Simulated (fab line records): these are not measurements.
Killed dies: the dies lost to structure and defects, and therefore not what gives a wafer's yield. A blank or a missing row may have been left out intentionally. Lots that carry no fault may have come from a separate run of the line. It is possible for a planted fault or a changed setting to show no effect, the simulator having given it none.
Comparing a struck lot with a sound one + flow nand harc + 24 steps out of a route of 1159
Sound: these wafers, L978.1, L978.2, L978.4. Struck: wafer L991.6. (L991.2, L991.4 of the same lot were not struck and are left out.) The cause comes at the end.
Per side, at each step with rows, come the tool, then ch with its chambers, and then its first start. Under that, the readings that differ: sound wafers + struck wafers + difference of the means + sigmas: that difference in standard deviations of wafers without a fault.
alike: words and numbers the same on both sides, and readings whose means are apart by under 2 such deviations; not compared: readings that were withheld, readings missing a value for some wafer, numbers with overlapping values and no deviation given by the record, and bounds like >300 which may hide the same value.
Wherever a step has rows on one side only, a row that says differs or no value, or a row with sigmas, the two part there. Numbers that have no deviation but don't overlap get no sigmas and don't part them. Lack of a reading on every wafer of one side parts them only where that side has two or more wafers.

first, 4 steps without rows for these wafers: NHARC_A_SLIT_EBR_05; NHARC_A_SLIT_EXPOSE_06 (exposes mask SLIT); NHARC_A_SLIT_PEB_07 (peb time 65 s); NHARC_A_SLIT_DEVELOP_08 (develop time 35 s).
NHARC_A_SLIT_CD_MEAS_09 targets a cd of 300 nm.
  sound on cd sem-01 ch 0, day 13 23:19; struck on cd sem-01 ch 0, day 17 07:23
  alike: cd nm
NHARC_A_SLIT_OVL_MEAS_10:
  sound on overlay-02, day 13 23:25; struck on overlay-02, day 17 07:28
| reading           | sound          | struck | difference | sigmas |
|-------------------|----------------|--------|------------|--------|
| overlay x nm (nm) | -0.3 -0.3 -0.5 | 1.3    | +1.7       | +2     |
  alike: overlay y nm
NHARC_A_SLIT_INSPECT_11:
  sound on defect inspect-01, day 13 23:26; struck on defect inspect-01, day 17 07:30
| reading          | sound   | struck | difference | sigmas |
|------------------|---------|--------|------------|--------|
| raw defect count | 10 10 4 | 44     | +36        | +3     |
then, 2 steps without rows for these wafers: NHARC_A_SLIT_DESCUM_14 (chemistry O2, time 3 s); NHARC_A_SLIT_ETCH_24 (etches the open film in CF4/CHF3, target depth 121 nm, time 60.5 s).
NHARC_A_SLIT_ETCH_15: etches the open film in O2/COS, target depth 3200 nm, time 832 s.
  sound on rie diel-08 ch 0,2,3; struck on rie diel-11 ch 3
| reading               | sound             | struck | difference | sigmas |
|-----------------------|-------------------|--------|------------|--------|
| oes product au (a.u.) | 1.003 1.003 1.001 | 0.985  | -0.017     | -2     |
  alike: drypump motor current A, rf vpp V, showerhead plenum p Torr, throttle valve pct
  not compared: rf hours counter h
then, 1 step without rows for these wafers: NHARC_A_SLIT_ETCH_17 (etches the open film in C4F8/O2/Ar, time 1687.5 s, target depth 10100 nm).
NHARC_A_SLIT_ETCH_26: etches the open film in C4F8/O2/Ar, time 90 s, target depth 400 nm.
  sound on har etch-02 ch 0,1, day 14 02:44; struck on har etch-01 ch 0, day 17 09:49
  alike: drypump motor current A, showerhead plenum p Torr, throttle valve pct
  not compared: rf hours counter h
NHARC_A_SLIT_STRIP_28: strips in O2/COS.
  sound on rie diel-08 ch 0,2,3, day 14 03:15; struck on rie diel-08 ch 2,3, day 17 10:21
NHARC_A_SLIT_ETCH_29: etches the open film in CF4/O2, target depth 100 nm, overetch 10 nm, time 55 s.
  sound on rie diel-08 ch 0,1,2, day 14 03:21; struck on rie diel-08 ch 1, day 17 10:29
  alike: drypump motor current A, oes product au, rf vpp V, showerhead plenum p Torr, throttle valve pct
  not compared: rf hours counter h
NHARC_A_SLIT_STRIP_18: strips in O2.
  sound on rie diel-08 ch 0,1,2; struck on rie diel-08 ch 1
  alike: drypump motor current A, oes product au, rf vpp V, showerhead plenum p Torr, throttle valve pct
  not compared: rf hours counter h
then, 2 steps without rows for these wafers: NHARC_A_SLIT_PRECLEAN_19 (cleans in SC1); NHARC_A_SLIT_SRD_20.
NHARC_A_SLIT_CD_MEAS_21:
  sound on cd sem-01, day 14 03:53; struck on cd sem-03, day 17 11:05
  alike: cd nm
then, 3 steps without rows for these wafers: NHARC_A_SIN_REMOVE_WET_00 (chemistry H3PO4, time 15300 s); NHARC_A_SIN_REMOVE_PRECLEAN_01 (cleans in SC1); NHARC_A_SIN_REMOVE_SRD_02.
NHARC_A_SIN_REMOVE_INSPECT_04:
  sound on defect inspect-01, day 14 11:40; struck on defect inspect-02, day 17 18:46
| reading          | sound       | struck | difference | sigmas |
|------------------|-------------|--------|------------|--------|
| raw defect count | 236 218 336 | 1115   | +852       | +10    |
NHARC_A_WL_FILL_ALD_00: deposits Al2O3, target thk 3 nm, pulse time 3 s, ald cycles 30.
  sound on ald hk-04 ch 1,2,3, day 14 11:44; struck on ald hk-02 ch 3, day 17 20:15
  alike: heater power w, precursor pulse height rel, susceptor temp C
-- break in the record here, with 5 days between the starts of the struck wafers on either side (left off in module A_WL_FILL, picked up again in module END, where the first step shown is number 1159 on the route) --
NHARC_END_SORT_01:
  the record has rows for the struck wafers here (prober-02 ch 0, day 22 18:14) and none for the sound ones

WHERE THEY PART
First at NHARC_A_SLIT_OVL_MEAS_10; last, within this record, at NHARC_END_SORT_01.

WHY: whatever the simulator had introduced
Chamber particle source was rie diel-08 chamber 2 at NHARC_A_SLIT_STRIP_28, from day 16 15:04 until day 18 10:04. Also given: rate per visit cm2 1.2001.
